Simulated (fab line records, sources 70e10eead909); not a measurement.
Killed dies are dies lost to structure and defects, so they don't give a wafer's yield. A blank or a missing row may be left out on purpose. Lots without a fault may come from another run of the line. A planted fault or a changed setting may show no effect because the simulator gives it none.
Chamber matching | flow nand_harc | NHARC_P_GATE_DESCUM_61 on rie_diel-04: 4 sister chambers
The step chemistry O2, time 3 s. 16 wafers are shown with their chamber, then 8 later ones without.

WAFERS WITH THEIR CHAMBER
wafer  | chamber | showerhead_plenum_p_Torr (Torr) | drypump_motor_current_A (A) | oes_product_au (a.u.)
L079.2 | 0       | 1.90                            | 5.8                         | 1.005
L079.5 | 2       | 1.93                            | 5.4                         | 0.993
L079.6 | 1       | 1.99                            | 5.8                         | 0.995
L080.1 | 2       | 1.93                            | 5.4                         | 0.997
L080.4 | 3       | 1.97                            | 5.5                         | 0.996
L080.6 | 3       | 1.97                            | 5.5                         | 0.987
L082.1 | 1       | 1.99                            | 5.8                         | 0.987
L082.2 | 3       | 1.97                            | 5.5                         | 0.997
L082.4 | 0       | 1.90                            | 5.8                         | 1.004
L084.2 | 2       | 1.93                            | 5.4                         | 0.996
L084.3 | 1       | 1.99                            | 5.8                         | 0.978
L084.5 | 1       | 1.99                            | 5.8                         | 0.973
L092.1 | 0       | 1.90                            | 5.7                         | 1.015
L092.2 | 3       | 1.97                            | 5.5                         | 1.008
L092.4 | 2       | 1.92                            | 5.5                         | 0.994
L093.1 | 0       | 1.90                            | 5.7                         | 1.009

SIGNATURES (means of the wafers above)
reading                  | chamber 0 | chamber 1 | chamber 2 | chamber 3 | scatter within a chamber
showerhead_plenum_p_Torr | 1.9000    | 1.9900    | 1.9275    | 1.9700    | 0.0025
drypump_motor_current_A  | 5.750     | 5.800     | 5.425     | 5.500     | 0.0382
oes_product_au           | 1.00825   | 0.98325   | 0.99500   | 0.99700   | 0.00702
Rule: a wafer's distance from a chamber is the root of the sum, over the readings, of the square of ((its reading less the chamber's mean) divided by the reading's scatter). The wafer belongs to the nearest chamber; if the next one is less than 2 further off, it can't be placed. The scatter: the root of (the sum of the squares of (reading less its chamber's mean) over the shown wafers, divided by (wafers less chambers)).

WAFERS WITHOUT THEIR CHAMBER
wafer  | showerhead_plenum_p_Torr (Torr) | drypump_motor_current_A (A) | oes_product_au (a.u.)
L093.5 | 1.90                            | 5.8                         | 1.016
L093.6 | 1.97                            | 5.5                         | 1.008
L095.1 | 1.97                            | 5.5                         | 1.007
L095.2 | 1.92                            | 5.4                         | 1.000
L095.5 | 1.92                            | 5.5                         | 0.998
L096.1 | 1.90                            | 5.8                         | 1.006
L096.3 | 1.97                            | 5.5                         | 0.992
L096.6 | 1.99                            | 5.8                         | 0.994

WHICH CHAMBER EACH WENT THROUGH
wafer  | from the rows above | in truth
L093.5 | 0                   | 0
L093.6 | 3                   | 3
L095.1 | 3                   | 3
L095.2 | 2                   | 2
L095.5 | 2                   | 2
L096.1 | 0                   | 0
L096.3 | 3                   | 3
L096.6 | 1                   | 1
Placed correctly: 8 of 8. Can't be placed from these rows: 0. Placed wrongly: 0.
